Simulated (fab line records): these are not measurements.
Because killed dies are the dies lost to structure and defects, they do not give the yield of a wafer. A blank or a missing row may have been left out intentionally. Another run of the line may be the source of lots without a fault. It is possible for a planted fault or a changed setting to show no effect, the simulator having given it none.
Which tool did it? | flow nand-harc | 13 lots with 39 wafers sampled at 5 steps, on a route of 1159 steps

== WHAT EACH GAUGE READ, for each wafer ==
NHARC_A_BONDPAD_CD_MEAS_13.
lot  | measured     | on        | cd-nm (nm)
L292 | day 19 06:49 | cd-sem-03 | 499.2 500.2 497.6
L293 | day 19 12:49 | cd-sem-03 | 499.6 500.9 498.8
L294 | day 19 14:55 | cd-sem-01 | 498.6 497.2 497.4
L295 | day 19 18:56 | cd-sem-01 | 499.9 498.7 497.0
L297 | day 20 15:35 | cd-sem-03 | 499.5 500.3 498.6
L298 | day 23 06:35 | cd-sem-01 | 499.4 500.8 500.0
L300 | day 22 21:22 | cd-sem-01 | 500.8 501.2 497.1
L299 | day 24 04:15 | cd-sem-03 | 501.5 502.2 502.4
L301 | day 22 21:04 | cd-sem-03 | 500.4 499.0 500.3
L304 | day 24 11:01 | cd-sem-03 | 500.6 497.8 499.3
L305 | day 24 20:13 | cd-sem-03 | 500.7 500.2 500.2
L312 | day 25 03:37 | cd-sem-02 | 496.3
L313 | day 25 15:16 | cd-sem-01 | 497.8 497.3

NHARC_A_BONDPAD_INSPECT_23.
lot  | measured     | on                | raw-defect-count
L292 | day 19 09:10 | defect-inspect-02 | 318 412 359
L293 | day 19 15:06 | defect-inspect-01 | 639 785 613
L294 | day 19 17:13 | defect-inspect-02 | 497 365 594
L295 | day 19 21:32 | defect-inspect-02 | 341 427 335
L297 | day 20 17:49 | defect-inspect-01 | 436 576 486
L298 | day 23 08:51 | defect-inspect-01 | 334 395 404
L300 | day 22 23:43 | defect-inspect-01 | 381 305 352
L299 | day 24 06:33 | defect-inspect-01 | 509 455 552
L301 | day 22 23:20 | defect-inspect-01 | 416 310 452
L304 | day 24 13:40 | defect-inspect-01 | 378 396 377
L305 | day 24 22:35 | defect-inspect-02 | 291 526 346
L312 | day 25 06:10 | defect-inspect-02 | 344
L313 | day 25 17:31 | defect-inspect-02 | 502 475

NHARC_END_SORT_01.
lot  | measured     | on        | defect-limited-yield (%) | killed-at-array | killed-at-other | killed-at-periphery | killed-dies | killed-open | killed-short | sort_bin_2_pct (%) | sort_bin_3_pct (%) | sort_bin_4_pct (%) | sort-n-pass | sort-rim-yield-pct (%) | sort-yield-pct (%)
L292 | day 20 20:28 | prober-02 | 95.7 95.1 94.5           | 26 30 34        | 1 1 0           | 2 2 3               | 29 33 37    | 1 2 2       | 3 2 2        | 1.5 1.8 1.2        | 0 0.15 0.59        | 2.8 3.0 3.7        | 648 644 640 | 99.1 96.2 96.2         | 95.7 95.1 94.5
L293 | day 21 12:38 | prober-01 | 92.3 92.9 93.1           | 44 46 41        | 2 1 1           | 6 1 5               | 52 48 47    | 2 2 5       | 1 1 1        | 2.7 2.4 1.8        | 0.74 0.30 0.30     | 4.3 4.4 4.9        | 625 629 630 | 92.5 92.5 98.1         | 92.3 92.9 93.1
L294 | day 21 04:14 | prober-02 | 97.9 98.1 97.8           | 11 12 12        | 1 0 0           | 2 1 3               | 14 13 15    | 4 1 1       | 1 0 1        | 0.4 0.7 0.6        | 0 0 0              | 1.6 1.2 1.6        | 663 664 662 | 98.1 99.1 100.0        | 97.9 98.1 97.8
L295 | day 21 12:03 | prober-02 | 97.6 96.6 98.2           | 15 22 12        | 0 0 0           | 1 1 0               | 16 23 12    | 3 1 2       | 2 2 0        | 1.0 1.0 0.6        | 0.15 0.30 0.15     | 1.2 2.1 1.0        | 661 654 665 | 94.3 95.3 98.1         | 97.6 96.6 98.2
L297 | day 21 23:42 | prober-01 | 97.3 96.0 96.9           | 15 23 18        | 0 0 0           | 3 4 3               | 18 27 21    | 0 3 3       | 0 1 1        | 0.4 0.7 1.0        | 0 0.15 0           | 2.2 3.1 2.1        | 659 650 656 | 100.0 99.1 95.3        | 97.3 96.0 96.9
L298 | day 24 20:20 | prober-02 | 97.6 97.5 97.9           | 13 15 10        | 0 0 0           | 3 2 4               | 16 17 14    | 4 2 1       | 1 3 2        | 0.6 0.6 0          | 0 0 0.15           | 1.8 1.9 1.9        | 661 660 663 | 97.2 96.2 94.3         | 97.6 97.5 97.9
L300 | day 24 13:26 | prober-01 | 96.9 95.3 95.6           | 20 24 24        | 0 4 2           | 1 4 4               | 21 32 30    | 2 3 5       | 0 2 2        | 0.7 1.6 1.0        | 0 0.15 0.44        | 2.4 3.0 3.0        | 656 645 647 | 98.1 97.2 97.2         | 96.9 95.3 95.6
L299 | day 25 11:08 | prober-02 | 96.2 97.8 97.0           | 18 12 16        | 4 1 3           | 4 2 1               | 26 15 20    | 6 2 5       | 1 1 4        | 1.3 0.3 0.4        | 0 0.15 0           | 2.5 1.8 2.5        | 651 662 657 | 97.2 98.1 97.2         | 96.2 97.8 97.0
L301 | day 24 06:23 | prober-01 | 98.5 97.5 97.8           | 8 12 13         | 0 1 1           | 2 4 1               | 10 17 15    | 0 2 2       | 0 6 1        | 0.6 0.9 0.6        | 0.15 0.30 0        | 0.7 1.3 1.6        | 667 660 662 | 97.2 97.2 95.3         | 98.5 97.5 97.8
L304 | day 25 18:23 | prober-01 | 96.8 95.4 96.9           | 19 29 19        | 0 0 0           | 3 2 2               | 22 31 21    | 1 3 3       | 2 1 1        | 1.3 1.9 1.0        | 0.15 0 0           | 1.8 2.7 2.1        | 655 646 656 | 99.1 94.3 98.1         | 96.8 95.4 96.9
L305 | day 26 03:54 | prober-01 | 93.8 95.3 95.3           | 33 27 22        | 5 1 3           | 4 4 7               | 42 32 32    | 5 2 3       | 4 0 2        | 1.9 2.2 1.0        | 0 0.30 0.15        | 4.3 2.2 3.5        | 635 645 645 | 98.1 97.2 96.2         | 93.8 95.3 95.3
L312 | day 26 21:41 | prober-02 | 0 0 95.9                 | 15 17 21        | 0 0 0           | 662 660 7           | 677 677 28  | 4 4 7       | 0 1 1        | 98.5 98.2 0.6      | 0 0.30 0.15        | 1.5 1.5 3.4        | 0 0 649     | 0 0 96.2               | 0 0 95.9
L313 | day 27 20:56 | prober-02 | 0 95.0 94.5              | 39 27 36        | 2 7 1           | 636 0 0             | 677 34 37   | 5 1 3       | 2 1 2        | 96.5 1.5 1.8       | 0.30 1.03 0.30     | 3.2 2.5 3.4        | 0 643 640   | 0 87.7 97.2            | 0 95.0 94.5

== WHAT TOOL EACH LOT RAN ON (gives the tool, then ch and the chambers of the sampled wafers, and finally the start) ==
lot  | NHARC_P_M0_PVD_21            | NHARC_THIN_TSV_PRE_CLEAN_50
L292 | pvd-sputter-02, day 5 11:28  | pvd-sputter-01, day 20 20:28 or earlier
L293 | pvd-sputter-03, day 6 09:05  | pvd-sputter-02, day 21 12:38 or earlier
L294 | pvd-sputter-02, day 6 10:29  | pvd-sputter-02, day 21 04:14 or earlier
L295 | pvd-sputter-02, day 6 13:16  | pvd-sputter-01, day 21 12:03 or earlier
L297 | pvd-sputter-03, day 7 02:11  | pvd-sputter-01, day 21 23:42 or earlier
L298 | pvd-sputter-03, day 7 16:05  | pvd-sputter-03, day 24 20:20 or earlier
L300 | pvd-sputter-02, day 7 16:40  | pvd-sputter-02, day 24 13:26 or earlier
L299 | pvd-sputter-03, day 7 17:03  | pvd-sputter-01, day 25 11:08 or earlier
L301 | pvd-sputter-03, day 8 02:52  | pvd-sputter-02, day 24 06:23 or earlier
L304 | pvd-sputter-03, day 9 05:36  | pvd-sputter-03, day 25 18:23 or earlier
L305 | pvd-sputter-02, day 9 18:46  | pvd-sputter-03, day 26 03:54 or earlier
L312 | pvd-sputter-02, day 10 18:29 | pvd-sputter-03, day 26 21:41 or earlier
L313 | pvd-sputter-02, day 11 04:04 | pvd-sputter-02, day 27 20:56 or earlier
- NHARC_P_M0_PVD_21: deposits Cu, target thk 30 nm, time 20.49 s.
- NHARC_THIN_TSV_PRE_CLEAN_50: time 30 s.

== WHAT THE TOOLS THEMSELVES READ (means of the sampled wafers that have a number; where no wafer has one, the mark that the record gives instead) ==
NHARC_P_M0_PVD_21.
lot  | tool           | cathode-dc-power-W (W) | throttle-valve-pct (%)
L292 | pvd-sputter-02 | 4999.4                 | 30.0
L293 | pvd-sputter-03 | 4999.6                 | 30.2
L294 | pvd-sputter-02 | 4999.5                 | 30.0
L295 | pvd-sputter-02 | 4999.7                 | 30.4
L297 | pvd-sputter-03 | 4999.4                 | 29.4
L298 | pvd-sputter-03 | 5000.1                 | 30.1
L300 | pvd-sputter-02 | 5000.5                 | 30.2
L299 | pvd-sputter-03 | 5000.7                 | 29.7
L301 | pvd-sputter-03 | 4999.9                 | 30.7
L304 | pvd-sputter-03 | 5000.2                 | 30.4
L305 | pvd-sputter-02 | 4999.9                 | 30.2
L312 | pvd-sputter-02 | 5000.1                 | 30.3
L313 | pvd-sputter-02 | 4999.8                 | 30.1

NHARC_THIN_TSV_PRE_CLEAN_50.
lot  | tool           | heater-power-w (W)
L292 | pvd-sputter-01 | 416
L293 | pvd-sputter-02 | 451
L294 | pvd-sputter-02 | 407
L295 | pvd-sputter-01 | 433
L297 | pvd-sputter-01 | 418
L298 | pvd-sputter-03 | 419
L300 | pvd-sputter-02 | 414
L299 | pvd-sputter-01 | 440
L301 | pvd-sputter-02 | 427
L304 | pvd-sputter-03 | 419
L305 | pvd-sputter-03 | 404
L312 | pvd-sputter-03 | 444
L313 | pvd-sputter-02 | 457

== THE ANSWER, worked out from the rows above alone ==
Rule: what is usual is taken from the lots themselves. Put in order of their means at a reading, lots are off if they are a third of the lots or fewer, leave a main group of 4 or more, and stand apart from it by a gap of 3 or more times the standard deviation of the main group's means; of several such gaps the widest counts. A main group whose means are all the same, to the digits that the tables above print for the reading, isn't used. A lot without any number at a reading at which 4 lots or more have one is off too. Where the step has rows for the other lots, those lots are counted as sound. First the gauges in route order, then the tools' own readings, where a lot's mean is used as printed above. At the first step where some lot is off, the reading lying furthest off is the one used; lots without a number count as furthest.
Off: L312, L313 (NHARC_END_SORT_01, killed-at-periphery). The main group: mean 2.8, standard deviation 1.1.
A tool fits if, at a process step before that reading, it ran every lot that is off, and no sound lot after the first of them. Those tools and the gauges at NHARC_END_SORT_01 are tried in the same way. Because NHARC_THIN_TSV_PRE_CLEAN_50 lacks a start for some lots, the hours and order of its lots are taken from NHARC_END_SORT_01. Can't be told from this: 2 tools fit, pvd-sputter-02 at NHARC_P_M0_PVD_21, prober-02 at NHARC_END_SORT_01.

== WHAT THE SIMULATOR PUT IN ==
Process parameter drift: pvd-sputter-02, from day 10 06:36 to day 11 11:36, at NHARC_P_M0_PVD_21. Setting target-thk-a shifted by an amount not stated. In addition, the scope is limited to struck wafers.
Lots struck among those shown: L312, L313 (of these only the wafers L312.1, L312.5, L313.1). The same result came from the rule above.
